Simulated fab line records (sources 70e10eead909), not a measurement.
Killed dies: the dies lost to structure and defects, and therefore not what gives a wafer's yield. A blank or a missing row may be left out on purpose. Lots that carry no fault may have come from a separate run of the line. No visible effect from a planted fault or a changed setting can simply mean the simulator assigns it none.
Tool commonality check    flow nand_harc    Sample size 10 lots and 30 wafers

== WHAT PROMPTED THE OPENING ==
On 2 of the 10 lots, a flag is raised at NHARC_P_M0_CD_MEAS_09 on the reading cd_nm. No-fault wafers: 89.8 nm, standard deviation 0.81.
Rule: a lot is flagged when every wafer of it that has a number lies more than 4 standard deviations from that mean, or none has a number. The other lots count as sound.

lot   measured      on         cd_nm (nm), wafer by wafer  flag
L261  day 5 14:59   cd_sem-02  90.3 90.1 89.6              
L265  day 6 16:22   cd_sem-02  90.6 91.2 90.1              
L266  day 6 17:02   cd_sem-02  90.4 90.3 90.5              
L268  day 7 11:01   cd_sem-01  90.0 89.0 90.7              
L273  day 9 05:07   cd_sem-02  87.5 89.1 89.8              
L276  day 9 19:24   cd_sem-02  82.4 83.0 81.9              FLAGGED
L278  day 10 01:27  cd_sem-02  83.1 81.7 83.0              FLAGGED
L279  day 10 06:23  cd_sem-01  90.8 90.1 89.8              
L282  day 11 03:37  cd_sem-02  89.8 91.2 90.2              
L281  day 11 03:46  cd_sem-03  89.1 87.9 89.4              
The numbers of the flagged lots are 82.5 nm on average: -7.3 nm against the usual, or -9 standard deviations.

== WHICH TOOL EACH LOT WENT THROUGH ==
3 process steps preceding the reading are held in the record, out of 1159 steps in the route. Cell contents, in order: the tool; ch with the chambers the sampled wafers went through; the start.
lot   flag     NHARC_P_CONTACT_ETCH_18                        NHARC_P_CONTACT_ETCH_31                       NHARC_P_M0_PEB_07
L261           rie_diel-02 ch 0,2, day 5 11:47 or earlier     rie_diel-02 ch 0,2, day 5 11:47 or earlier    litho_track-04 ch 0, day 5 14:55
L265           rie_diel-02 ch 0,1,2, day 6 13:13 or earlier   rie_diel-02 ch 0,3, day 6 13:13 or earlier    litho_track-06 ch 0, day 6 16:17
L266           rie_diel-11 ch 1,2, day 6 13:52 or earlier     rie_diel-11 ch 1,2,3, day 6 13:52 or earlier  litho_track-01 ch 0, day 6 16:58
L268           rie_diel-11 ch 0,1,2, day 7 07:43 or earlier   rie_diel-11 ch 0,1,2, day 7 07:43 or earlier  litho_track-01 ch 0, day 7 10:56
L273           rie_diel-04 ch 0,2,3, day 9 00:20 or earlier   rie_diel-04 ch 0,1,2, day 9 00:20 or earlier  litho_track-04 ch 0, day 9 05:02
L276  FLAGGED  rie_diel-02 ch 0,2,3, day 9 09:41 or earlier   rie_diel-02 ch 0,2,3, day 9 09:41 or earlier  litho_track-01 ch 0, day 9 19:19
L278  FLAGGED  rie_diel-04 ch 1,3, day 9 20:58 or earlier     rie_diel-04 ch 1,3, day 9 20:58 or earlier    litho_track-01 ch 0, day 10 01:22
L279           rie_diel-11 ch 1,2, day 10 03:17 or earlier    rie_diel-11 ch 1,2, day 10 03:17 or earlier   litho_track-06 ch 0, day 10 06:18
L282           rie_diel-02 ch 0,1, day 10 15:18 or earlier    rie_diel-02 ch 0,2, day 10 15:18 or earlier   litho_track-06 ch 0, day 11 03:32
L281           rie_diel-04 ch 1,2,3, day 10 16:02 or earlier  rie_diel-04 ch 2,3, day 10 16:02 or earlier   litho_track-04 ch 0, day 11 03:41
What is done by these steps:
- NHARC_P_CONTACT_ETCH_18: etches the open film in C4F8/O2/Ar, target depth 481 nm, time 240.5 s.
- NHARC_P_CONTACT_ETCH_31: etches the open film in CH3F/O2, target depth 30 nm, time 85.7 s.
- NHARC_P_M0_PEB_07: peb time 65 s.
- NHARC_P_M0_CD_MEAS_09: target cd 90 nm.

== FLAGGED OVER TOTAL, TOOL BY TOOL (the gauges that took the reading come last) ==
step                     tool            lots run  flagged  share of the flagged lots  sound lots run after its first flagged lot
NHARC_P_CONTACT_ETCH_18  rie_diel-02     4         1        some                       1 (L282)
NHARC_P_CONTACT_ETCH_18  rie_diel-04     3         1        some                       1 (L281)
NHARC_P_CONTACT_ETCH_18  rie_diel-11     3         0        none                       -
NHARC_P_CONTACT_ETCH_31  rie_diel-02     4         1        some                       1 (L282)
NHARC_P_CONTACT_ETCH_31  rie_diel-04     3         1        some                       1 (L281)
NHARC_P_CONTACT_ETCH_31  rie_diel-11     3         0        none                       -
NHARC_P_M0_PEB_07        litho_track-01  4         2        all                        0
NHARC_P_M0_PEB_07        litho_track-04  3         0        none                       -
NHARC_P_M0_PEB_07        litho_track-06  3         0        none                       -
NHARC_P_M0_CD_MEAS_09    cd_sem-01       2         0        none                       -
NHARC_P_M0_CD_MEAS_09    cd_sem-02       7         2        all                        1 (L282)
NHARC_P_M0_CD_MEAS_09    cd_sem-03       1         0        none                       -
With no start given for some of its lots, NHARC_P_CONTACT_ETCH_18 uses the hours and lot order of NHARC_P_CONTACT_CD_MEAS_19. With no start given for some of its lots, NHARC_P_CONTACT_ETCH_31 uses the hours and lot order of NHARC_P_CONTACT_CD_MEAS_19.

== WHAT IS ALLOWED BY THE TABLE ==
litho_track-01 at NHARC_P_M0_PEB_07 and cd_sem-02 at NHARC_P_M0_CD_MEAS_09 are the 2 rows of the table that ran each flagged lot.
- litho_track-01 at NHARC_P_M0_PEB_07: 2 of its 4 lots flagged. Its last sound lot is L268 (day 7 10:56), its first flagged lot L276 (day 9 19:19): a fault that began between those two fits. Its own readings (heater_power_total_W) fall more than 4 standard deviations out on all wafers of the flagged lots.
- cd_sem-02 at NHARC_P_M0_CD_MEAS_09: 2 of its 7 lots flagged. Lots that were sound ran on it after the first flagged one (L282); a persistent fault on the entire tool would not allow that.
What remains is a single tool, litho_track-01 at NHARC_P_M0_PEB_07.

== WHAT WAS PUT IN BY THE SIMULATOR ==
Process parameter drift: litho_track-01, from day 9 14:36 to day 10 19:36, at NHARC_P_M0_PEB_07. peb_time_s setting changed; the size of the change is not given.
Shown lots that were struck: L276, L278. The rule above found the same.
